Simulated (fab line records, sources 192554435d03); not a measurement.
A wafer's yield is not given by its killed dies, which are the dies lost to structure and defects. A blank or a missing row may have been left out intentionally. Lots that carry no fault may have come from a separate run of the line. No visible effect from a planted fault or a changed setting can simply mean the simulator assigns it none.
Chamber matching :: flow n5Finfet :: N5_MOL_CONTACT_COAG_DESCUM_13 on rieDiel-01 has 4 sister chambers
The step chemistry O2, time 7 s. 4 wafers are shown with their chamber, then 12 later ones without.

WAFERS PAIRED WITH THEIR CHAMBERS
wafer: L080.5
chamber: 3
showerheadPlenumPTorr (Torr): 2.05

wafer: L084.5
chamber: 2
showerheadPlenumPTorr (Torr): 2.18

wafer: L085.5
chamber: 1
showerheadPlenumPTorr (Torr): 2.12

wafer: L085.6
chamber: 0
showerheadPlenumPTorr (Torr): 2.04

WAFERS WITHOUT THEIR CHAMBER
wafer: L087.3
showerheadPlenumPTorr (Torr): 2.18

wafer: L087.5
showerheadPlenumPTorr (Torr): 2.04

wafer: L087.6
showerheadPlenumPTorr (Torr): 2.05

wafer: L089.1
showerheadPlenumPTorr (Torr): 2.04

wafer: L089.4
showerheadPlenumPTorr (Torr): 2.11

wafer: L089.6
showerheadPlenumPTorr (Torr): 2.04

wafer: L095.3
showerheadPlenumPTorr (Torr): 2.17

wafer: L095.5
showerheadPlenumPTorr (Torr): 2.11

wafer: L095.6
showerheadPlenumPTorr (Torr): 2.03

wafer: L096.1
showerheadPlenumPTorr (Torr): 2.17

wafer: L096.3
showerheadPlenumPTorr (Torr): 2.11

wafer: L096.5
showerheadPlenumPTorr (Torr): 2.17

WHICH CHAMBER EACH ONE RAN IN
wafer: L087.3
from the rows above: 2
in truth: 2

wafer: L087.5
from the rows above: can't be placed: 0 or 3
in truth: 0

wafer: L087.6
from the rows above: can't be placed: 3 or 0
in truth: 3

wafer: L089.1
from the rows above: can't be placed: 0 or 3
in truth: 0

wafer: L089.4
from the rows above: 1
in truth: 1

wafer: L089.6
from the rows above: can't be placed: 0 or 3
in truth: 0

wafer: L095.3
from the rows above: 2
in truth: 2

wafer: L095.5
from the rows above: 1
in truth: 1

wafer: L095.6
from the rows above: can't be placed: 0 or 3
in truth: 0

wafer: L096.1
from the rows above: 2
in truth: 2

wafer: L096.3
from the rows above: 1
in truth: 1

wafer: L096.5
from the rows above: 2
in truth: 2
Correct placement for 7 of the 12. Not placeable from these rows: 5 (in 5, the candidates include the true chamber). Placed wrongly: 0.
How it was worked out, from the rows above alone: a wafer's distance from a chamber is the root of the sum, over the readings, of the square of ((its reading less the chamber's mean) divided by the reading's scatter). If the next closest chamber is less than 2 further off than the closest, the wafer can't be placed; otherwise it belongs to the closest. Each chamber's mean is taken over the wafers shown for it. The scatter (one wafer shown for each chamber): square how far every hidden wafer sits from the nearest shown wafer, average those squares and take the square root.
